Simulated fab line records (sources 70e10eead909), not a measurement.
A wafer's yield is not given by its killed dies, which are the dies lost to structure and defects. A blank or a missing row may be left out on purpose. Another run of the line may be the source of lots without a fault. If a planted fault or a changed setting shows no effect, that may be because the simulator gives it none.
Which tool was responsible? / flow nand_harc / Sampling: 12 lots, 36 wafers, 5 of 1302 route steps

## WHAT EACH GAUGE READ, for each wafer
NHARC_END_SORT_01.
lot=L959; measured=day 30 16:34; on=prober-01; killed_at_array=36; killed_at_other=0; killed_at_periphery=2; killed_dies=38; killed_open=3; killed_short=3

## WHAT TOOL EACH LOT RAN ON (gives the tool, then ch and the chambers of the sampled wafers, and finally the start)
lot=L944; NHARC_A_CHANNEL_HOLE_D1_ETCH_26=har_etch-02 ch 0,1, day 9 06:52; NHARC_A_CHANNEL_HOLE_D1_ETCH_44=rie_diel-12 ch 0,2,3, day 9 07:46; NHARC_A_CHANNEL_FILL_D1_ALD_15=ald_sin_batch-01 ch 0, day 9 20:30; NHARC_A_CHANNEL_FILL_D1_ALD_16=ald_hk-03 ch 0,1,3, day 9 22:34
lot=L945; NHARC_A_CHANNEL_HOLE_D1_ETCH_26=har_etch-01 ch 0,1, day 9 08:56; NHARC_A_CHANNEL_HOLE_D1_ETCH_44=rie_diel-12 ch 0,1,2, day 9 09:53; NHARC_A_CHANNEL_FILL_D1_ALD_15=ald_sin_batch-01 ch 0, day 9 20:30; NHARC_A_CHANNEL_FILL_D1_ALD_16=ald_hk-01 ch 0,2,3, day 9 22:32
lot=L946; NHARC_A_CHANNEL_HOLE_D1_ETCH_26=har_etch-01 ch 0,1, day 10 01:46; NHARC_A_CHANNEL_HOLE_D1_ETCH_44=rie_diel-12 ch 0,2,3, day 10 02:43; NHARC_A_CHANNEL_FILL_D1_ALD_15=ald_sin_batch-01 ch 0, day 10 15:00; NHARC_A_CHANNEL_FILL_D1_ALD_16=ald_hk-01 ch 0,3, day 10 17:56
lot=L947; NHARC_A_CHANNEL_HOLE_D1_ETCH_26=har_etch-02 ch 0, day 10 03:43; NHARC_A_CHANNEL_HOLE_D1_ETCH_44=rie_diel-12 ch 0,2,3, day 10 05:03; NHARC_A_CHANNEL_FILL_D1_ALD_15=ald_sin_batch-01 ch 0, day 10 15:00; NHARC_A_CHANNEL_FILL_D1_ALD_16=ald_hk-01 ch 1,2,3, day 10 17:47
lot=L948; NHARC_A_CHANNEL_HOLE_D1_ETCH_26=har_etch-01 ch 0,1, day 10 12:14; NHARC_A_CHANNEL_HOLE_D1_ETCH_44=rie_diel-03 ch 1,3, day 10 13:12; NHARC_A_CHANNEL_FILL_D1_ALD_15=ald_sin_batch-01 ch 0, day 11 03:59; NHARC_A_CHANNEL_FILL_D1_ALD_16=ald_hk-01 ch 0,1,2, day 11 06:05
lot=L957; NHARC_A_CHANNEL_HOLE_D1_ETCH_26=har_etch-02 ch 0,1, day 13 21:26; NHARC_A_CHANNEL_HOLE_D1_ETCH_44=rie_diel-12 ch 0,2,3, day 13 22:24; NHARC_A_CHANNEL_FILL_D1_ALD_15=ald_sin_batch-01 ch 0, day 14 09:43; NHARC_A_CHANNEL_FILL_D1_ALD_16=ald_hk-01 ch 1,2,3, day 14 11:46
lot=L959; NHARC_A_CHANNEL_HOLE_D1_ETCH_26=har_etch-01 ch 0,1, day 15 04:31; NHARC_A_CHANNEL_HOLE_D1_ETCH_44=rie_diel-03 ch 0,1,2, day 15 05:23; NHARC_A_CHANNEL_FILL_D1_ALD_15=ald_sin_batch-01 ch 0, day 15 16:41; NHARC_A_CHANNEL_FILL_D1_ALD_16=ald_hk-03 ch 1,2,3, day 15 18:45
lot=L960; NHARC_A_CHANNEL_HOLE_D1_ETCH_26=har_etch-01 ch 0,1, day 15 18:18; NHARC_A_CHANNEL_HOLE_D1_ETCH_44=rie_diel-06 ch 0,1,2, day 15 19:15; NHARC_A_CHANNEL_FILL_D1_ALD_15=ald_sin_batch-01 ch 0, day 16 07:02; NHARC_A_CHANNEL_FILL_D1_ALD_16=ald_hk-04 ch 1,2, day 16 11:10
lot=L962; NHARC_A_CHANNEL_HOLE_D1_ETCH_26=har_etch-01 ch 0,1, day 16 06:22; NHARC_A_CHANNEL_HOLE_D1_ETCH_44=rie_diel-03 ch 0,2, day 16 07:22; NHARC_A_CHANNEL_FILL_D1_ALD_15=ald_sin_batch-01 ch 0, day 17 00:52; NHARC_A_CHANNEL_FILL_D1_ALD_16=ald_hk-03 ch 0,1,3, day 17 02:54
lot=L963; NHARC_A_CHANNEL_HOLE_D1_ETCH_26=har_etch-02 ch 0,1, day 16 14:43; NHARC_A_CHANNEL_HOLE_D1_ETCH_44=rie_diel-06 ch 0,2,3, day 16 15:40; NHARC_A_CHANNEL_FILL_D1_ALD_15=ald_sin_batch-02 ch 0, day 17 05:38; NHARC_A_CHANNEL_FILL_D1_ALD_16=ald_hk-03 ch 0,1, day 17 07:44
lot=L966; NHARC_A_CHANNEL_HOLE_D1_ETCH_26=har_etch-02 ch 0, day 18 06:28; NHARC_A_CHANNEL_HOLE_D1_ETCH_44=rie_diel-12 ch 0,2, day 18 07:25; NHARC_A_CHANNEL_FILL_D1_ALD_15=ald_sin_batch-01 ch 0, day 18 18:45; NHARC_A_CHANNEL_FILL_D1_ALD_16=ald_hk-01 ch 0,1,3, day 18 20:46
lot=L967; NHARC_A_CHANNEL_HOLE_D1_ETCH_26=har_etch-01 ch 0,1, day 18 18:28; NHARC_A_CHANNEL_HOLE_D1_ETCH_44=rie_diel-12 ch 1,2,3, day 18 19:25; NHARC_A_CHANNEL_FILL_D1_ALD_15=ald_sin_batch-01 ch 0, day 19 04:41; NHARC_A_CHANNEL_FILL_D1_ALD_16=ald_hk-03 ch 0,2, day 19 06:46
- NHARC_A_CHANNEL_HOLE_D1_ETCH_26: etches the open film in C4F8/O2/Ar, time 224.1 s, target depth 300 nm.
- NHARC_A_CHANNEL_HOLE_D1_ETCH_44: etches the open film in CF4/O2, target depth 140 nm, overetch 14 nm, time 77 s.
- NHARC_A_CHANNEL_FILL_D1_ALD_15: deposits SiNx, target thk 2 nm, pulse time 60 s, ald cycles 19.
- NHARC_A_CHANNEL_FILL_D1_ALD_16: deposits SiO2, target thk 1.5 nm, pulse time 10 s, ald cycles 15.

## AS READ BY THE TOOLS THEMSELVES (means over the sampled wafers that have a number; for cases with no such wafer, the mark the record gives instead)
NHARC_A_CHANNEL_HOLE_D1_ETCH_26.
lot=L944; tool=har_etch-02; drypump_motor_current_A (A)=5.71; rf_fwd_power_W (W)=-; showerhead_plenum_p_Torr (Torr)=3.79; throttle_valve_pct (%)=24.576
lot=L945; tool=har_etch-01; drypump_motor_current_A (A)=5.52; rf_fwd_power_W (W)=-; showerhead_plenum_p_Torr (Torr)=3.74; throttle_valve_pct (%)=24.582
lot=L946; tool=har_etch-01; drypump_motor_current_A (A)=5.54; rf_fwd_power_W (W)=-; showerhead_plenum_p_Torr (Torr)=3.74; throttle_valve_pct (%)=24.574
lot=L947; tool=har_etch-02; drypump_motor_current_A (A)=5.99; rf_fwd_power_W (W)=1990; showerhead_plenum_p_Torr (Torr)=3.73; throttle_valve_pct (%)=24.584
lot=L948; tool=har_etch-01; drypump_motor_current_A (A)=5.51; rf_fwd_power_W (W)=-; showerhead_plenum_p_Torr (Torr)=3.73; throttle_valve_pct (%)=24.581
lot=L957; tool=har_etch-02; drypump_motor_current_A (A)=5.70; rf_fwd_power_W (W)=-; showerhead_plenum_p_Torr (Torr)=3.76; throttle_valve_pct (%)=24.583
lot=L959; tool=har_etch-01; drypump_motor_current_A (A)=5.52; rf_fwd_power_W (W)=-; showerhead_plenum_p_Torr (Torr)=3.70; throttle_valve_pct (%)=24.581
lot=L960; tool=har_etch-01; drypump_motor_current_A (A)=5.52; rf_fwd_power_W (W)=-; showerhead_plenum_p_Torr (Torr)=3.69; throttle_valve_pct (%)=24.577
lot=L962; tool=har_etch-01; drypump_motor_current_A (A)=5.66; rf_fwd_power_W (W)=-; showerhead_plenum_p_Torr (Torr)=3.66; throttle_valve_pct (%)=24.588
lot=L963; tool=har_etch-02; drypump_motor_current_A (A)=5.85; rf_fwd_power_W (W)=-; showerhead_plenum_p_Torr (Torr)=3.71; throttle_valve_pct (%)=24.582
lot=L966; tool=har_etch-02; drypump_motor_current_A (A)=6.00; rf_fwd_power_W (W)=-; showerhead_plenum_p_Torr (Torr)=3.67; throttle_valve_pct (%)=24.582
lot=L967; tool=har_etch-01; drypump_motor_current_A (A)=5.52; rf_fwd_power_W (W)=-; showerhead_plenum_p_Torr (Torr)=3.66; throttle_valve_pct (%)=24.585

NHARC_A_CHANNEL_HOLE_D1_ETCH_44.
lot=L944; tool=rie_diel-12; cf4_flow_sccm (sccm)=79.97; drypump_motor_current_A (A)=5.7; oes_product_au (a.u.)=0.987; rf_fwd_power_W (W)=298.1; rf_vpp_V (V)=198.8; showerhead_plenum_p_Torr (Torr)=1.39; throttle_valve_pct (%)=13.393
lot=L945; tool=rie_diel-12; cf4_flow_sccm (sccm)=79.88; drypump_motor_current_A (A)=5.4; oes_product_au (a.u.)=0.998; rf_fwd_power_W (W)=297.0; rf_vpp_V (V)=199.0; showerhead_plenum_p_Torr (Torr)=1.37; throttle_valve_pct (%)=13.398
lot=L946; tool=rie_diel-12; cf4_flow_sccm (sccm)=80.15; drypump_motor_current_A (A)=5.7; oes_product_au (a.u.)=0.989; rf_fwd_power_W (W)=297.7; rf_vpp_V (V)=198.2; showerhead_plenum_p_Torr (Torr)=1.39; throttle_valve_pct (%)=13.396
lot=L947; tool=rie_diel-12; cf4_flow_sccm (sccm)=80.02; drypump_motor_current_A (A)=5.7; oes_product_au (a.u.)=0.988; rf_fwd_power_W (W)=298.6; rf_vpp_V (V)=199.5; showerhead_plenum_p_Torr (Torr)=1.39; throttle_valve_pct (%)=13.396
lot=L948; tool=rie_diel-03; cf4_flow_sccm (sccm)=80.02; drypump_motor_current_A (A)=5.5; oes_product_au (a.u.)=0.997; rf_fwd_power_W (W)=297.9; rf_vpp_V (V)=198.4; showerhead_plenum_p_Torr (Torr)=1.34; throttle_valve_pct (%)=13.397
lot=L957; tool=rie_diel-12; cf4_flow_sccm (sccm)=79.87; drypump_motor_current_A (A)=5.8; oes_product_au (a.u.)=0.992; rf_fwd_power_W (W)=297.1; rf_vpp_V (V)=199.3; showerhead_plenum_p_Torr (Torr)=1.38; throttle_valve_pct (%)=13.407
lot=L959; tool=rie_diel-03; cf4_flow_sccm (sccm)=80.05; drypump_motor_current_A (A)=5.8; oes_product_au (a.u.)=0.999; rf_fwd_power_W (W)=298.0; rf_vpp_V (V)=197.4; showerhead_plenum_p_Torr (Torr)=1.30; throttle_valve_pct (%)=13.391
lot=L960; tool=rie_diel-06; cf4_flow_sccm (sccm)=79.67; drypump_motor_current_A (A)=6.0; oes_product_au (a.u.)=0.997; rf_fwd_power_W (W)=297.6; rf_vpp_V (V)=197.7; showerhead_plenum_p_Torr (Torr)=1.32; throttle_valve_pct (%)=13.399
lot=L962; tool=rie_diel-03; cf4_flow_sccm (sccm)=79.73; drypump_motor_current_A (A)=6.0; oes_product_au (a.u.)=1.002; rf_fwd_power_W (W)=297.7; rf_vpp_V (V)=196.5; showerhead_plenum_p_Torr (Torr)=1.28; throttle_valve_pct (%)=13.392
lot=L963; tool=rie_diel-06; cf4_flow_sccm (sccm)=80.19; drypump_motor_current_A (A)=5.7; oes_product_au (a.u.)=0.995; rf_fwd_power_W (W)=298.4; rf_vpp_V (V)=196.8; showerhead_plenum_p_Torr (Torr)=1.30; throttle_valve_pct (%)=13.400
lot=L966; tool=rie_diel-12; cf4_flow_sccm (sccm)=79.98; drypump_motor_current_A (A)=5.7; oes_product_au (a.u.)=1.002; rf_fwd_power_W (W)=297.3; rf_vpp_V (V)=198.9; showerhead_plenum_p_Torr (Torr)=1.38; throttle_valve_pct (%)=13.401
lot=L967; tool=rie_diel-12; cf4_flow_sccm (sccm)=79.99; drypump_motor_current_A (A)=5.4; oes_product_au (a.u.)=0.999; rf_fwd_power_W (W)=297.7; rf_vpp_V (V)=198.9; showerhead_plenum_p_Torr (Torr)=1.36; throttle_valve_pct (%)=13.403

NHARC_A_CHANNEL_FILL_D1_ALD_15.
lot=L944 tool=ald_sin_batch-01 precursor_pulse_height_rel=1.010
lot=L945 tool=ald_sin_batch-01 precursor_pulse_height_rel=1.005
lot=L946 tool=ald_sin_batch-01 precursor_pulse_height_rel=0.992
lot=L947 tool=ald_sin_batch-01 precursor_pulse_height_rel=0.979
lot=L948 tool=ald_sin_batch-01 precursor_pulse_height_rel=0.995
lot=L957 tool=ald_sin_batch-01 precursor_pulse_height_rel=1.007
lot=L959 tool=ald_sin_batch-01 precursor_pulse_height_rel=1.001
lot=L960 tool=ald_sin_batch-01 precursor_pulse_height_rel=1.007
lot=L962 tool=ald_sin_batch-01 precursor_pulse_height_rel=1.008
lot=L963 tool=ald_sin_batch-02 precursor_pulse_height_rel=0.995
lot=L966 tool=ald_sin_batch-01 precursor_pulse_height_rel=1.005
lot=L967 tool=ald_sin_batch-01 precursor_pulse_height_rel=1.004

NHARC_A_CHANNEL_FILL_D1_ALD_16.
lot=L944; tool=ald_hk-03; heater_power_w (W)=493; precursor_pulse_height_rel=1.007
lot=L945; tool=ald_hk-01; heater_power_w (W)=463; precursor_pulse_height_rel=0.993
lot=L946; tool=ald_hk-01; heater_power_w (W)=437; precursor_pulse_height_rel=0.980
lot=L947; tool=ald_hk-01; heater_power_w (W)=477; precursor_pulse_height_rel=1.006
lot=L948; tool=ald_hk-01; heater_power_w (W)=434; precursor_pulse_height_rel=1.014
lot=L957; tool=ald_hk-01; heater_power_w (W)=475; precursor_pulse_height_rel=1.005
lot=L959; tool=ald_hk-03; heater_power_w (W)=506; precursor_pulse_height_rel=0.979
lot=L960; tool=ald_hk-04; heater_power_w (W)=441; precursor_pulse_height_rel=0.989
lot=L962; tool=ald_hk-03; heater_power_w (W)=486; precursor_pulse_height_rel=0.991
lot=L963; tool=ald_hk-03; heater_power_w (W)=458; precursor_pulse_height_rel=1.009
lot=L966; tool=ald_hk-01; heater_power_w (W)=438; precursor_pulse_height_rel=1.021
lot=L967; tool=ald_hk-03; heater_power_w (W)=507; precursor_pulse_height_rel=1.012

## THE ANSWER, worked out from the rows above alone
Rule: usual is defined by the lots themselves. The widest of any qualifying gaps counts: lots, ordered by their means at a reading, are off when they make up no more than a third of the lots, leave a main group of 4 or more, and stand apart from it by 3 or more times the standard deviation of that group's means. A main group whose means are all the same, to the digits that the tables above print for the reading, isn't used. Also off: a lot with no number at a reading for which 4 or more lots have one. The other lots that the step has rows for count as sound. After the gauges, taken in route order, come the tools' own readings; for these a lot's mean is taken, as printed above. At the first step where some lot is off, the reading lying furthest off is the one used; lots without a number count as furthest.
No lot is off on any of the readings shown, so nothing can be concluded from this.

## WHAT THE SIMULATOR PUT IN
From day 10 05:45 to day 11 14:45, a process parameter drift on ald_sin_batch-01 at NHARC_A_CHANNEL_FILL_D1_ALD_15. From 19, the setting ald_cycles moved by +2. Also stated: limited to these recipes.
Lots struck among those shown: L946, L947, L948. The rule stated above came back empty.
